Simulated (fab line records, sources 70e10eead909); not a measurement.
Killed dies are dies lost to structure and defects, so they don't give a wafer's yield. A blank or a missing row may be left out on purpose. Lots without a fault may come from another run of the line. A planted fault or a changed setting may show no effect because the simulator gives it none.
Problem report in the 8D (eight disciplines) form, filled by code | flow nand_harc | the parts of the form that need people (team, actions taken, sign-off) are left out

1. THE PROBLEM
oes_product_au at NHARC_THIN_TSV_ETCH_59 reads a mean of 0.907 a.u. on 2 wafers of 1 lot; wafers without a fault read 1.001 a.u. with a standard deviation of 0.0072. That is -13 standard deviations from the usual mean.
The step: etches the open film in Cl2/BCl3, target depth 880 nm, time 138.1 s.
First seen on wafer L251.4, day 29 23:51, on rie_metal-02. The record holds 38 wafers of 13 lots with a number at this step. Rule for "out", or "out of limits": more than 4 standard deviations from the usual mean. The other wafers with a number count as sound.

2. WHAT IT IS AND WHAT IT IS NOT
question                    | is                     | is not
which readings at this step | oes_product_au         | chamber_pressure_mTorr, drypump_motor_current_A, he_backside_leak_sccm, mfc_cl2_sccm, throttle_valve_pct
which lots                  | L251                   | L237, L238, L239, L240, L243, L244, L246, L247, L254, L255, L256, L257
which wafers of those lots  | all that have a number | -
read on which tools         | rie_metal-02           | rie_metal-01, rie_metal-03
when                        | from day 29 23:51      | up to then (24 sound wafers); but 12 sound wafers of L254, L255, L256, L257 came after

3. SUSPECTS, AND WHAT RULES EACH OUT
Counting: a tool at a process step up to the reading stays a suspect if it ran every lot that is out and no sound lot after the first of them.
- pvd_sputter-03 at NHARC_THIN_TSV_DEGAS_53 (time 60 s): ruled out as a lasting fault. Sound lots L254 ran on it after its first lot that is out, L251 (day 29 22:21).
- pvd_sputter-03 at NHARC_THIN_TSV_PRE_CLEAN_54 (time 30 s): ruled out as a lasting fault. Sound lots L254 ran on it after its first lot that is out, L251 (day 29 22:27).
- rie_metal-02 at NHARC_THIN_TSV_ETCH_59 (etches the open film in Cl2/BCl3, target depth 880 nm, time 138.1 s): ruled out as a lasting fault. Sound lots L257 ran on it after its first lot that is out, L251 (day 29 23:51).
Left after counting: nothing in the record.

4. THE CAUSE (what the simulator had put in)
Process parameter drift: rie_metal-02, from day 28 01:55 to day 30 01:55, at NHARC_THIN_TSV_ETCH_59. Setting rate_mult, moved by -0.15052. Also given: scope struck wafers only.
Counting ruled it out, wrongly.

5. THE CHAIN OF EFFECTS, in route order
Each row: a reading whose mean over the struck wafers that have a number lies more than 3 standard deviations from the usual. Only readings for which the record gives a usual standard deviation are gone through. hours: the time from each lot's start at the first step in this table that gives one to its start at this step, as a median over the lots. sigmas: the change in usual standard deviations.
hours | step                   | reading        | usual      | on struck wafers | change | sigmas
0     | NHARC_THIN_TSV_ETCH_59 | oes_product_au | 1.001 a.u. | 0.907            | -0.093 | -13
The process steps in it:
- NHARC_THIN_TSV_ETCH_59: etches the open film in Cl2/BCl3, target depth 880 nm, time 138.1 s.

6. WHAT WOULD HAVE CAUGHT IT SOONER
In this record the first reading out of limits was taken at day 29 23:51, 46 hours after the fault began at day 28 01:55.
